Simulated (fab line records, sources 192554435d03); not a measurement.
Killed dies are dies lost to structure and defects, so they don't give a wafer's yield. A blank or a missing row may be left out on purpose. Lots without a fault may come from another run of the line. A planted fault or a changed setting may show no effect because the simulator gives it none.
fab line records | flow n5_finfet
record lots=5 wafers=15 last_day=16
route steps=1938 shown BEOL_M8@1367
lots that met no fault: from a run of the same line without faults
start_h: hours from the record's first day to the start of the lot's first wafer shown | wait_h: hours since the lot's step before | " the same as in the row above | L1.1+2: a row that stands for several wafers | - no value, or no start given | * or withheld: withheld | < > ~ a bound
route shown NAME@n: a module of which the file shows steps, and the number in the route of the first | usual: mean/standard deviation of fault-free wafers | same: alike in all rows | chamber/n: place in a boat | sites: the reading at each site | _std_site: their standard deviation | _edge_site: outer sites' mean less inner sites' | radius_mm: how far each site lies from the wafer's centre | mask NAME#n: copy n | behind: the tool/chamber that last shaped the wafer | hold: why the lot was held/for how many hours/how that ended | device: the transistor (n, p or np) that didn't switch | end of line: the same wafers' tests at the end of the route | a step without rows: its recipe alone | killed: dies lost to structure and defects at the first sort, not the wafer's yield | map: a wafer's dies, x killed, . not, _ none there
set.NAME: the setting as run; set.NAME@STEP: as run at that earlier step | model.NAME: the simulator's own value behind a step, which no gauge read
lots at some steps of the route; a table a step, a row a wafer
services: from which hour (start_h, from the record's first day; less than 0 if before it) a tool's chamber was out of use, for how many hours, and why
## steps
# step N5_BEOL_M8_INSPECT_30
# recipe mode=adi inspect_instrument=brightfield
# usual raw_defect_count=405/79
# columns lot.wafer tool chamber start_h wait_h raw_defect_count
L074.2 defect_inspect-02 - 196.38 0.0 441
L074.4 " - " " 602
L074.6 " - " " 525
L082.2 defect_inspect-01 - 252.06 0.0 270
L082.4 " - " " 290
L082.6 " - " " 277
L083.3 defect_inspect-01 - 257.68 0.0 362
L083.4 " - " " 349
L083.6 " - " " 384
L088.1 defect_inspect-02 - 281.37 0.1 352
L088.2 " - " " 320
L088.4 " - " " 448
L094.1 defect_inspect-01 - 325.17 0.1 478
L094.4 " - " " 447
L094.6 " - " " 372
# step N5_BEOL_M8_DESCUM_33
# recipe chemistry=O2 time_s=7 source_power_w=50 bias_power_w=20 pressure_mtorr=20 rf_frequency_hz=2.712e+07 temp_c=40 resist=CAR-EUV o2_flow_sccm=225
# usual drypump_motor_current_A=5.7/0.44 oes_product_au=0.81/0.093 rf_vpp_V=243.8/1.2 showerhead_plenum_p_Torr=2.13/0.062 throttle_valve_pct=20.31/0.22
# columns lot.wafer tool chamber start_h wait_h drypump_motor_current_A oes_product_au rf_hours_counter_h rf_vpp_V showerhead_plenum_p_Torr throttle_valve_pct
L074.2 rie_diel-06 3 196.41 0.0 5.8 0.73 198 244.1 2.04 20.39
L074.4 " 0 " " 5.7 0.77 138 243.7 2.06 19.99
L074.6 " 3 " " 5.8 0.73 - 243.0 2.04 20.38
L082.2 rie_diel-06 1 253.29 1.2 6.2 0.67 253 242.4 2.07 20.54
L082.4 " 0 " " 5.7 0.75 - 243.6 2.06 20.01
L082.6 " 2 " " 6.1 0.73 - 244.7 2.16 19.98
L083.3 rie_diel-06 1 257.71 0.0 6.1 0.67 254 243.1 2.07 20.53
L083.4 " 2 " " 6.1 0.73 - 243.3 2.16 19.98
L083.6 " 1 " " 6.1 0.67 - 241.8 2.07 20.53
L088.1 rie_diel-06 0 281.41 0.0 5.7 0.74 170 242.7 2.05 20.03
L088.2 " 3 " " 5.8 0.72 226 241.8 2.03 20.41
L088.4 " 1 " " 6.1 0.99 1 242.8 2.07 20.12
L094.1 rie_diel-04 2 326.34 1.2 4.8 0.90 33 243.8 2.14 20.50
L094.4 " 3 " " 5.4 0.85 - 240.5 2.06 20.46
L094.6 " 0 " " 6.0 0.83 - 242.7 2.03 20.23
# step N5_BEOL_M8_ETCH_72
# recipe chemistry=N2/H2 target=underlayer target_depth_a=65 mask_material=CAR-EUV time_s=5.2 ion_energy_ev=200 pressure_mtorr=30 source_w=840 bias_w=150 n2_flow_sccm=200 h2_flow_sccm=200 ends=cleared
# usual drypump_motor_current_A=5.7/0.45 etch_rf_on_time_s=5.16/0.18 n2_flow_sccm=200.1/0.6 oes_product_au=0.69/0.077 rf_vpp_V=525.2/2.1 showerhead_plenum_p_Torr=2.59/0.081 throttle_valve_pct=17.79/0.19
# columns lot.wafer tool chamber start_h wait_h drypump_motor_current_A etch_rf_on_time_s n2_flow_sccm oes_product_au rf_hours_counter_h rf_vpp_V showerhead_plenum_p_Torr throttle_valve_pct
L074.2 rie_diel-06 3 196.45 0.0 5.8 5.01 199.9 0.64 198 524.4 2.52 18.09
L074.4 " 0 " " 5.7 5.31 200.0 0.64 138 524.5 2.55 17.69
L074.6 " 3 " " 5.8 4.97 200.4 0.62 - 521.8 2.53 18.09
L082.2 rie_diel-06 1 253.32 0.0 6.1 5.57 201.2 0.57 253 522.4 2.48 17.78
L082.4 " 0 " " 5.7 5.37 199.9 0.62 - 524.1 2.54 17.75
L082.6 " 2 " " 6.1 5.09 199.9 0.63 - 527.2 2.67 17.74
L083.3 rie_diel-06 1 257.75 0.0 6.1 5.57 200.3 0.55 254 524.0 2.48 17.79
L083.4 " 2 " " 6.2 5.07 199.7 0.64 - 527.4 2.67 17.73
L083.6 " 1 " " 6.1 5.58 199.7 0.56 - 523.4 2.47 17.82
L088.1 rie_diel-06 0 281.44 0.0 5.7 5.40 200.3 0.62 170 524.8 2.54 17.79
L088.2 " 3 " " 5.8 4.88 199.6 0.63 226 525.9 2.51 18.15
L088.4 " 1 " " 6.1 5.36 200.5 0.84 1 523.1 2.47 17.34
L094.1 rie_diel-04 2 326.38 0.0 4.8 5.38 200.2 0.74 33 524.6 2.59 17.89
L094.4 " 3 " " 5.4 5.24 201.1 0.71 - 522.6 2.46 17.49
L094.6 " 0 " " 5.9 4.92 200.0 0.72 - 522.8 2.49 17.81
# step N5_BEOL_M8_ETCH_65
# recipe chemistry=CF4 target=SiARC target_depth_a=156 mask_material=CAR-EUV time_s=26 ion_energy_ev=80 pressure_mtorr=40 source_w=545 bias_w=36 Ar_flow_sccm=100 cf4_flow_sccm=100 ends=cleared
# usual drypump_motor_current_A=5.7/0.45 etch_rf_on_time_s=25.8/0.99 oes_product_au=0.69/0.079 rf_vpp_V=184.6/1.2 showerhead_plenum_p_Torr=2.18/0.057 throttle_valve_pct=15.53/0.2
# columns lot.wafer tool chamber start_h wait_h drypump_motor_current_A etch_rf_on_time_s oes_product_au rf_hours_counter_h rf_vpp_V showerhead_plenum_p_Torr throttle_valve_pct
L074.2 rie_diel-06 3 196.47 0.0 5.8 25.1 0.63 198 183.7 2.14 15.89
L074.4 " 0 " " 5.7 26.9 0.63 138 183.1 2.15 15.48
L074.6 " 3 " " 5.8 25.0 0.63 - 184.5 2.14 15.87
L082.2 rie_diel-06 1 253.34 0.0 6.1 27.8 0.56 253 183.7 2.12 15.78
L082.4 " 0 " " 5.7 27.4 0.62 - 185.3 2.15 15.52
L082.6 " 2 " " 6.1 25.1 0.64 - 183.4 2.20 15.26
L083.3 rie_diel-06 1 257.76 0.0 6.1 28.4 0.56 254 183.6 2.12 15.80
L083.4 " 2 " " 6.1 25.1 0.63 - 186.2 2.20 15.27
L083.6 " 1 " " 6.1 28.2 0.55 - 183.7 2.12 15.77
L088.1 rie_diel-06 0 281.46 0.0 5.7 27.5 0.60 170 183.7 2.14 15.54
L088.2 " 3 " " 5.8 25.1 0.62 226 184.2 2.13 15.93
L088.4 " 1 " " 6.1 27.3 0.83 1 185.4 2.12 15.28
L094.1 rie_diel-04 2 326.39 0.0 4.8 27.1 0.75 33 185.4 2.18 15.55
L094.4 " 3 " " 5.4 26.4 0.71 - 183.8 2.09 15.42
L094.6 " 0 " " 5.9 24.7 0.73 - 184.5 2.07 15.35
# step N5_BEOL_M8_ETCH_66
# recipe chemistry=N2/H2 target=SOC target_depth_a=800 overetch_a=160 mask_material=SiARC temp_c=40 time_s=120 ion_energy_ev=200 pressure_mtorr=30 source_w=840 bias_w=150 n2_flow_sccm=200 h2_flow_sccm=200
# usual drypump_motor_current_A=5.7/0.44 n2_flow_sccm=199.9/0.64 oes_product_au=0.62/0.067 rf_vpp_V=525.1/2.1 showerhead_plenum_p_Torr=2.59/0.081 throttle_valve_pct=17.75/0.18
# columns lot.wafer tool chamber start_h wait_h drypump_motor_current_A n2_flow_sccm oes_product_au rf_hours_counter_h rf_vpp_V showerhead_plenum_p_Torr throttle_valve_pct
L074.2 rie_diel-06 3 196.49 0.0 5.8 199.5 0.56 198 523.8 2.52 18.03
L074.4 " 0 " " 5.7 200.3 0.58 138 522.9 2.55 17.65
L074.6 " 3 " " 5.8 199.4 0.56 - 524.0 2.52 18.04
L082.2 rie_diel-06 1 253.37 0.0 6.1 199.7 0.53 253 521.2 2.48 17.78
L082.4 " 0 " " 5.7 200.5 0.58 - 524.3 2.54 17.70
L082.6 " 2 " " 6.1 200.1 0.56 - 526.6 2.67 17.67
L083.3 rie_diel-06 1 257.79 0.0 6.1 199.5 0.52 254 522.6 2.47 17.77
L083.4 " 2 " " 6.1 199.7 0.56 - 526.8 2.67 17.68
L083.6 " 1 " " 6.2 199.6 0.52 - 522.9 2.48 17.79
L088.1 rie_diel-06 0 281.49 0.0 5.7 200.3 0.57 170 523.0 2.54 17.74
L088.2 " 3 " " 5.8 201.6 0.54 226 524.2 2.51 18.10
L088.4 " 1 " " 6.1 199.1 0.76 1 521.4 2.47 17.30
L094.1 rie_diel-04 2 326.42 0.0 4.8 199.3 0.69 33 524.1 2.59 17.87
L094.4 " 3 " " 5.4 200.3 0.65 - 521.3 2.46 17.45
L094.6 " 0 " " 5.9 199.9 0.64 - 521.6 2.49 17.76
# step N5_BEOL_M8_STRIP_69
# recipe chemistry=N2/H2 temp_c=40 n2_flow_sccm=200 h2_flow_sccm=200 rf_frequency_hz=6e+07
# columns lot.wafer tool chamber start_h wait_h
L074.2+4+6 rie_diel-06 3,0,3 196.57 0.0
L082.2+4+6 rie_diel-06 1,0,2 253.45 0.0
L083.3+4+6 rie_diel-06 1,2,1 257.87 0.0
L088.1+2+4 rie_diel-06 0,3,1 281.57 0.0
L094.1+4+6 rie_diel-04 2,3,0 326.50 0.0
# step N5_BEOL_M8_STRIP_73
# recipe chemistry=N2/H2 temp_c=40 n2_flow_sccm=200 h2_flow_sccm=200 rf_frequency_hz=6e+07
# columns lot.wafer tool chamber start_h wait_h
L074.2+4+6 rie_diel-06 3,0,3 196.58 0.0
L082.2+4+6 rie_diel-06 1,0,2 253.46 0.0
L083.3+4+6 rie_diel-06 1,2,1 257.88 0.0
L088.1+2+4 rie_diel-06 0,3,1 281.58 0.0
L094.1+4+6 rie_diel-04 2,3,0 326.51 0.0
# step N5_BEOL_M8_VIA_ETCH_34
# recipe chemistry=C4F6/O2 target=SiCOH_lowk target_depth_a=1255 mask_material=SOC taper_deg=4 time_s=50.5 ion_energy_ev=250 pressure_mtorr=30 source_w=345 bias_w=185 Ar_flow_sccm=300 C4F6_flow_sccm=10 O2_flow_sccm=10
# usual drypump_motor_current_A=5.7/0.45 oes_o_777_au=0.82/0.098 oes_product_au=0.81/0.091 rf_vpp_V=665/30 showerhead_plenum_p_Torr=2.90/0.068 throttle_valve_pct=20.80/0.21
# columns lot.wafer tool chamber start_h wait_h drypump_motor_current_A oes_o_777_au oes_product_au rf_hours_counter_h rf_vpp_V showerhead_plenum_p_Torr throttle_valve_pct
L074.2 rie_diel-06 3 196.59 0.0 5.8 0.71 0.74 198 696 2.84 21.18
L074.4 " 0 " " 5.7 0.72 0.75 138 714 2.86 20.73
L074.6 " 3 " " 5.8 0.72 0.74 - 697 2.85 21.18
L082.2 rie_diel-06 1 253.47 0.0 6.2 0.67 0.67 253 693 2.82 21.02
L082.4 " 0 " " 5.7 0.70 0.74 - 715 2.85 20.75
L082.6 " 2 " " 6.1 0.75 0.74 - 664 2.95 20.50
L083.3 rie_diel-06 1 257.89 0.0 6.1 0.67 0.67 254 692 2.82 21.01
L083.4 " 2 " " 6.1 0.75 0.74 - 665 2.95 20.51
L083.6 " 1 " " 6.1 0.67 0.66 - 691 2.82 21.02
L088.1 rie_diel-06 0 281.59 0.0 5.7 0.69 0.72 170 716 2.85 20.80
L088.2 " 3 " " 5.8 0.69 0.72 226 697 2.83 21.23
L088.4 " 1 " " 6.1 0.97 0.98 1 691 2.82 20.62
L094.1 rie_diel-04 2 326.52 0.0 4.8 0.88 0.88 33 684 2.89 20.87
L094.4 " 3 " " 5.4 0.83 0.84 - 662 2.80 20.87
L094.6 " 0 " " 5.9 0.85 0.85 - 643 2.77 20.67
# step N5_BEOL_M8_STRIP_76
# recipe chemistry=C4F6/O2 resist=SiARC rf_frequency_hz=6e+07
# columns lot.wafer tool chamber start_h wait_h
L074.2+4+6 rie_diel-06 3,0,3 196.64 0.0
L082.2+4+6 rie_diel-06 1,0,2 253.51 0.0
L083.3+4+6 rie_diel-06 1,2,1 257.94 0.0
L088.1+2+4 rie_diel-06 0,3,1 281.63 0.0
L094.1+4+6 rie_diel-04 2,3,0 326.56 0.0
# step N5_BEOL_M8_STRIP_36
# recipe chemistry=N2/H2 power_w=450 temp_c=40 pressure_mtorr=20 rf_frequency_hz=6e+07 overash_fraction=0.3 bias_power_w=7 h2_frac=0.5 n2_flow_sccm=200 h2_flow_sccm=200
# usual drypump_motor_current_A=5.7/0.45 n2_flow_sccm=200.0/0.64 oes_product_au=0.81/0.093 rf_vpp_V=59.2/1.4 showerhead_plenum_p_Torr=2.59/0.081 throttle_valve_pct=23.60/0.27
# columns lot.wafer tool chamber start_h wait_h drypump_motor_current_A n2_flow_sccm oes_product_au rf_hours_counter_h rf_vpp_V showerhead_plenum_p_Torr throttle_valve_pct
L074.2 rie_diel-06 3 196.65 0.0 5.8 199.8 0.72 198 61.4 2.52 23.94
L074.4 " 0 " " 5.7 199.3 0.76 138 57.9 2.55 23.51
L074.6 " 3 " " 5.8 200.6 0.71 - 55.9 2.52 23.90
L082.2 rie_diel-06 1 253.52 0.0 6.2 199.1 0.66 253 60.0 2.47 23.53
L082.4 " 0 " " 5.7 199.6 0.74 - 59.0 2.54 23.52
L082.6 " 2 " " 6.2 199.6 0.73 - 58.0 2.66 23.49
L083.3 rie_diel-06 1 257.95 0.0 6.2 199.7 0.66 254 60.4 2.47 23.50
L083.4 " 2 " " 6.1 200.4 0.72 - 62.4 2.66 23.50
L083.6 " 1 " " 6.1 200.1 0.67 - 59.4 2.47 23.54
L088.1 rie_diel-06 0 281.64 0.0 5.7 200.6 0.74 170 57.2 2.53 23.56
L088.2 " 3 " " 5.8 200.5 0.71 226 59.4 2.51 23.96
L088.4 " 1 " " 6.2 200.3 1.01 1 58.2 2.47 23.14
L094.1 rie_diel-04 2 326.57 0.0 4.8 200.4 0.90 33 59.4 2.59 23.82
L094.4 " 3 " " 5.4 199.7 0.85 - 56.7 2.45 23.16
L094.6 " 0 " " 5.9 201.3 0.84 - 56.5 2.48 23.69
# step N5_BEOL_M8_TRENCH_ETCH_37
# recipe chemistry=C4F6/O2 target_depth_a=934.78 target=SiCOH_lowk time_s=31.2 ion_energy_ev=250 pressure_mtorr=30 source_w=345 bias_w=185 Ar_flow_sccm=300 C4F6_flow_sccm=10 O2_flow_sccm=10
# usual drypump_motor_current_A=5.7/0.45 oes_o_777_au=0.82/0.098 oes_product_au=0.81/0.091 rf_vpp_V=665/29 showerhead_plenum_p_Torr=2.90/0.068 throttle_valve_pct=20.83/0.21
# columns lot.wafer tool chamber start_h wait_h drypump_motor_current_A oes_o_777_au oes_product_au rf_hours_counter_h rf_vpp_V showerhead_plenum_p_Torr throttle_valve_pct
L074.2 rie_diel-06 3 - - 5.8 0.71 0.75 198 696 2.84 21.22
L074.4 " 0 " " 5.7 0.71 0.76 138 714 2.86 20.77
L074.6 " 3 " " 5.8 0.71 0.74 - 696 2.85 21.22
L082.2 rie_diel-06 1 - - 6.1 0.66 0.67 253 691 2.82 21.04
L082.4 " 0 " " 5.7 0.69 0.73 - 714 2.85 20.78
L082.6 " 2 " " 6.1 0.74 0.74 - 665 2.95 20.53
L083.3 rie_diel-06 1 - - 6.1 0.66 0.67 254 691 2.82 21.04
L083.4 " 2 " " 6.1 0.75 0.73 - 664 2.95 20.54
L083.6 " 1 " " 6.1 0.67 0.65 - 693 2.82 21.03
L088.1 rie_diel-06 0 - - 5.7 0.68 0.73 170 713 2.85 20.80
L088.2 " 3 " " 5.8 0.69 0.72 226 695 2.83 21.26
L088.4 " 1 " " 6.1 0.97 0.98 1 691 2.82 20.64
L094.1 rie_diel-04 2 - - 4.8 0.87 0.88 33 685 2.89 20.92
L094.4 " 3 " " 5.4 0.82 0.85 - 663 2.80 20.92
L094.6 " 0 " " 5.9 0.86 0.85 - 644 2.77 20.73
# step N5_BEOL_M8_ETCH_41
# recipe chemistry=CH3F/O2 target=SiCN target_depth_a=319 taper_deg=2 time_s=57.8 ion_energy_ev=120 mask_material=TiN pressure_mtorr=30 source_w=395 bias_w=75 Ar_flow_sccm=150 CH3F_flow_sccm=30 O2_flow_sccm=20
# usual drypump_motor_current_A=5.7/0.45 oes_product_au=0.81/0.092 rf_vpp_V=298.0/1.4 showerhead_plenum_p_Torr=2.04/0.049 throttle_valve_pct=16.22/0.2
# columns lot.wafer tool chamber start_h wait_h drypump_motor_current_A oes_product_au rf_hours_counter_h rf_vpp_V showerhead_plenum_p_Torr throttle_valve_pct
L074.2 rie_diel-06 3 - - 5.8 0.73 198 295.6 2.00 16.59
L074.4 " 0 " " 5.7 0.76 138 297.9 2.01 16.16
L074.6 " 3 " " 5.8 0.73 - 297.3 2.00 16.58
L082.2 rie_diel-06 1 - - 6.1 0.66 253 296.6 1.98 16.48
L082.4 " 0 " " 5.7 0.73 - 297.0 2.00 16.22
L082.6 " 2 " " 6.1 0.74 - 299.0 2.07 16.00
L083.3 rie_diel-06 1 - - 6.1 0.66 254 296.2 1.98 16.48
L083.4 " 2 " " 6.1 0.73 - 298.3 2.07 15.99
L083.6 " 1 " " 6.2 0.66 - 296.1 1.98 16.49
L088.1 rie_diel-06 0 - - 5.7 0.73 170 295.7 2.00 16.22
L088.2 " 3 " " 5.8 0.72 226 297.5 1.99 16.62
L088.4 " 1 " " 6.1 0.99 1 295.9 1.98 16.00
L094.1 rie_diel-04 2 - - 4.8 0.89 33 298.1 2.03 16.25
L094.4 " 3 " " 5.4 0.85 - 296.3 1.97 16.27
L094.6 " 0 " " 5.9 0.86 - 296.7 1.94 16.13
# step N5_BEOL_M8_STRIP_80
# recipe chemistry=N2/H2 time_s=10 power_w=450 temp_c=40 pressure_mtorr=20 rf_frequency_hz=6e+07 bias_power_w=7 n2_flow_sccm=200 h2_flow_sccm=200
# usual drypump_motor_current_A=5.7/0.45 n2_flow_sccm=200.1/0.53 oes_product_au=0.81/0.093 rf_vpp_V=59.4/0.85 showerhead_plenum_p_Torr=2.59/0.081 throttle_valve_pct=23.60/0.27
# columns lot.wafer tool chamber start_h wait_h drypump_motor_current_A n2_flow_sccm oes_product_au rf_hours_counter_h rf_vpp_V showerhead_plenum_p_Torr throttle_valve_pct
L074.2 rie_diel-06 3 - - 5.8 201.0 0.72 198 59.5 2.52 23.93
L074.4 " 0 " " 5.8 200.2 0.77 138 59.0 2.55 23.52
L074.6 " 3 " " 5.8 199.6 0.73 - 58.6 2.52 23.94
L082.2 rie_diel-06 1 - - 6.1 200.7 0.66 253 59.8 2.47 23.51
L082.4 " 0 " " 5.7 200.1 0.75 - 59.2 2.54 23.53
L082.6 " 2 " " 6.1 200.1 0.72 - 59.3 2.66 23.49
L083.3 rie_diel-06 1 - - 6.2 200.0 0.67 255 58.8 2.47 23.51
L083.4 " 2 " " 6.1 199.8 0.72 - 60.2 2.66 23.50
L083.6 " 1 " " 6.1 199.6 0.66 - 58.7 2.47 23.51
L088.1 rie_diel-06 0 - - 5.7 200.7 0.74 170 59.8 2.53 23.56
L088.2 " 3 " " 5.8 199.7 0.71 226 59.6 2.51 23.96
L088.4 " 1 " " 6.1 200.9 1.00 1 58.9 2.47 23.12
L094.1 rie_diel-04 2 - - 4.8 200.6 0.89 33 60.3 2.59 23.85
L094.4 " 3 " " 5.4 199.5 0.84 - 58.6 2.45 23.15
L094.6 " 0 " " 5.9 199.7 0.83 - 60.3 2.48 23.71
## services
# columns tool chamber start_h hours kind
rie_diel-06 0 207.22 4.4 repair
rie_diel-04 2 217.90 5.7 repair
rie_diel-04 2 223.62 - clean
rie_diel-04 2 223.62 - consumable_replace:focus_ring
rie_diel-04 2 223.62 14.5 scheduled_down
rie_diel-04 2 223.62 14.5 vent_cycle
rie_diel-04 1 238.23 - clean
rie_diel-04 1 238.23 - consumable_replace:focus_ring
rie_diel-04 1 238.23 16.5 scheduled_down
rie_diel-04 1 238.23 16.5 vent_cycle
rie_diel-06 3 245.02 16.7 repair
rie_diel-06 1 261.75 - clean
rie_diel-06 1 261.75 - consumable_replace:focus_ring
rie_diel-06 1 261.75 17.4 scheduled_down
rie_diel-06 1 261.75 17.4 vent_cycle
rie_diel-06 2 302.78 3.3 repair
rie_diel-04 3 307.04 5.2 repair
rie_diel-04 1 324.53 5.2 repair
## key
fault none
